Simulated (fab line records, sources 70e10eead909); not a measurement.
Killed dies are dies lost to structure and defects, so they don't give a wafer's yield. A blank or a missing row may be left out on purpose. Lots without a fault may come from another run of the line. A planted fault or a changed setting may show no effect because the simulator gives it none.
Which tool did it? | flow nand_harc | 22 lots, 66 wafers sampled, at 2 steps of a route of 1302

WHAT THE GAUGES READ, wafer by wafer
NHARC_P_M1_THK_MEAS_24: measures by xrf.
lot  | measured     | on            | thk_nm (nm)
L074 | day 6 07:44  | film_metro-02 | 158.0 158.0 158.2
L075 | day 6 17:39  | film_metro-01 | 158.6 157.2 159.2
L076 | day 7 07:40  | film_metro-02 | 156.9 158.1 157.3
L077 | day 7 08:37  | film_metro-02 | 158.1 156.6 156.5
L078 | day 8 02:45  | film_metro-01 | 158.7 157.4 159.6
L079 | day 8 08:31  | film_metro-02 | 159.5 156.4 155.1
L080 | day 8 22:11  | film_metro-02 | 157.9 159.5 159.7
L081 | day 9 00:58  | film_metro-02 | 159.3 156.7 159.5
L082 | day 9 14:37  | film_metro-02 | 157.6 158.2 158.4
L083 | day 9 22:51  | film_metro-01 | 158.4 158.2 156.9
L084 | day 10 15:41 | film_metro-02 | 157.6 157.2 158.7
L085 | day 10 23:26 | film_metro-02 | 159.3 157.9 158.4
L086 | day 11 09:26 | film_metro-01 | 158.8 156.4 158.1
L087 | day 11 13:16 | film_metro-01 | 158.2 157.5 159.0
L088 | day 12 12:04 | film_metro-01 | 158.9 159.5 156.4
L090 | day 13 06:16 | film_metro-01 | 157.0 158.5 158.2
L091 | day 13 13:34 | film_metro-01 | 155.2 157.5 159.1
L092 | day 13 15:24 | film_metro-02 | 156.0 157.6 154.4
L093 | day 14 04:49 | film_metro-01 | 156.0 155.4 158.1
L094 | day 14 21:17 | film_metro-02 | 159.2 158.8 157.4
L096 | day 15 10:07 | film_metro-02 | 156.9 158.4 157.2
L097 | day 16 03:58 | film_metro-01 | 160.2 159.0 157.5

WHICH TOOL RAN EACH LOT (tool, then ch and the chambers of the sampled wafers, then the start)
lot  | NHARC_P_CONTACT_ETCH_31
L074 | rie_diel-09 ch 1,2,3, day 6 07:44 or earlier
L075 | rie_diel-09 ch 0,2, day 6 17:39 or earlier
L076 | rie_diel-11 ch 1,3, day 7 07:40 or earlier
L077 | rie_diel-09 ch 2,3, day 7 08:37 or earlier
L078 | rie_diel-09 ch 0,1,2, day 8 02:45 or earlier
L079 | rie_diel-11 ch 0,1,2, day 8 08:31 or earlier
L080 | rie_diel-09 ch 0,1,3, day 8 22:11 or earlier
L081 | rie_diel-08 ch 0,2, day 9 00:58 or earlier
L082 | rie_diel-11 ch 0,1,2, day 9 14:37 or earlier
L083 | rie_diel-08 ch 0,2, day 9 22:51 or earlier
L084 | rie_diel-08 ch 0,2,3, day 10 15:41 or earlier
L085 | rie_diel-09 ch 0,1,3, day 10 23:26 or earlier
L086 | rie_diel-11 ch 1,2, day 11 09:26 or earlier
L087 | rie_diel-09 ch 1,2,3, day 11 13:16 or earlier
L088 | rie_diel-11 ch 0,1,2, day 12 12:04 or earlier
L090 | rie_diel-09 ch 0,2, day 13 06:16 or earlier
L091 | rie_diel-09 ch 0,2, day 13 13:34 or earlier
L092 | rie_diel-11 ch 0,1,3, day 13 15:24 or earlier
L093 | rie_diel-09 ch 0,1,3, day 14 04:49 or earlier
L094 | rie_diel-08 ch 0,1,2, day 14 21:17 or earlier
L096 | rie_diel-11 ch 0,3, day 15 10:07 or earlier
L097 | rie_diel-09 ch 0,2,3, day 16 03:58 or earlier
- NHARC_P_CONTACT_ETCH_31: etches the open film in CH3F/O2, target depth 30 nm, time 85.7 s.

WHAT THE TOOLS THEMSELVES READ (means of the sampled wafers that have a number; where no wafer has one, the mark that the record gives instead)
NHARC_P_CONTACT_ETCH_31.
lot  | tool        | drypump_motor_current_A (A) | o2_flow_sccm (sccm) | oes_product_au (a.u.) | rf_vpp_V (V) | showerhead_plenum_p_Torr (Torr) | throttle_valve_pct (%)
L074 | rie_diel-09 | 6.1                         | 30.06               | 0.990                 | 243.5        | 2.39                            | 20.657
L075 | rie_diel-09 | 5.8                         | 29.99               | 0.966                 | 244.0        | 2.42                            | 20.663
L076 | rie_diel-11 | 6.1                         | 29.99               | 0.965                 | 245.7        | 2.50                            | 20.662
L077 | rie_diel-09 | 5.9                         | 30.02               | 0.979                 | 243.3        | 2.39                            | 20.664
L078 | rie_diel-09 | 5.9                         | 30.00               | 0.975                 | 244.2        | 2.42                            | 20.661
L079 | rie_diel-11 | 5.6                         | 29.98               | 0.971                 | 246.0        | 2.54                            | 20.662
L080 | rie_diel-09 | 6.1                         | 29.98               | 0.952                 | 244.4        | 2.43                            | 20.671
L081 | rie_diel-08 | 6.0                         | 30.02               | 0.983                 | 245.8        | 2.59                            | 20.662
L082 | rie_diel-11 | 5.6                         | 30.04               | 0.964                 | 245.5        | 2.54                            | 20.659
L083 | rie_diel-08 | 5.9                         | 30.09               | 0.995                 | 246.6        | 2.58                            | 20.670
L084 | rie_diel-08 | 5.7                         | 30.07               | 0.986                 | 244.9        | 2.51                            | 20.657
L085 | rie_diel-09 | 6.1                         | 30.02               | 0.966                 | 243.6        | 2.43                            | 20.658
L086 | rie_diel-11 | 5.5                         | 30.02               | 0.977                 | 247.4        | 2.60                            | 20.664
L087 | rie_diel-09 | 6.1                         | 30.01               | 0.980                 | 243.2        | 2.39                            | 20.657
L088 | rie_diel-11 | 5.6                         | 30.09               | 0.985                 | 245.2        | 2.54                            | 20.666
L090 | rie_diel-09 | 5.8                         | 29.97               | 0.964                 | 244.4        | 2.45                            | 20.662
L091 | rie_diel-09 | 5.7                         | 30.09               | 0.972                 | 243.5        | 2.45                            | 20.662
L092 | rie_diel-11 | 5.9                         | 29.97               | 0.962                 | 244.4        | 2.46                            | 20.666
L093 | rie_diel-09 | 6.1                         | 29.96               | 0.970                 | 243.4        | 2.42                            | 20.670
L094 | rie_diel-08 | 6.0                         | 30.05               | 0.962                 | 244.5        | 2.51                            | 20.671
L096 | rie_diel-11 | 5.6                         | 29.92               | 0.984                 | 242.9        | 2.43                            | 20.666
L097 | rie_diel-09 | 5.9                         | 30.01               | 0.966                 | 243.4        | 2.42                            | 20.662

THE ANSWER, worked out from the rows above alone
Rule: what is usual is taken from the lots themselves. Put in order of their means at a reading, lots are off if they are a third of the lots or fewer, leave a main group of 4 or more, and stand apart from it by a gap of 3 or more times the standard deviation of the main group's means; of several such gaps the widest counts. A main group whose means are all the same, to the digits that the tables above print for the reading, isn't used. A lot without any number at a reading at which 4 lots or more have one is off too. The other lots that the step has rows for count as sound. The gauges are gone through in route order, then the tools' own readings, and for those a lot's mean is taken as printed above. The first step at which some lot is off is used, and at that step the reading that is off furthest; a lot without a number counts as furthest.
No lot is off at any reading shown: from this, nothing can be told.

WHAT THE SIMULATOR HAD PUT IN
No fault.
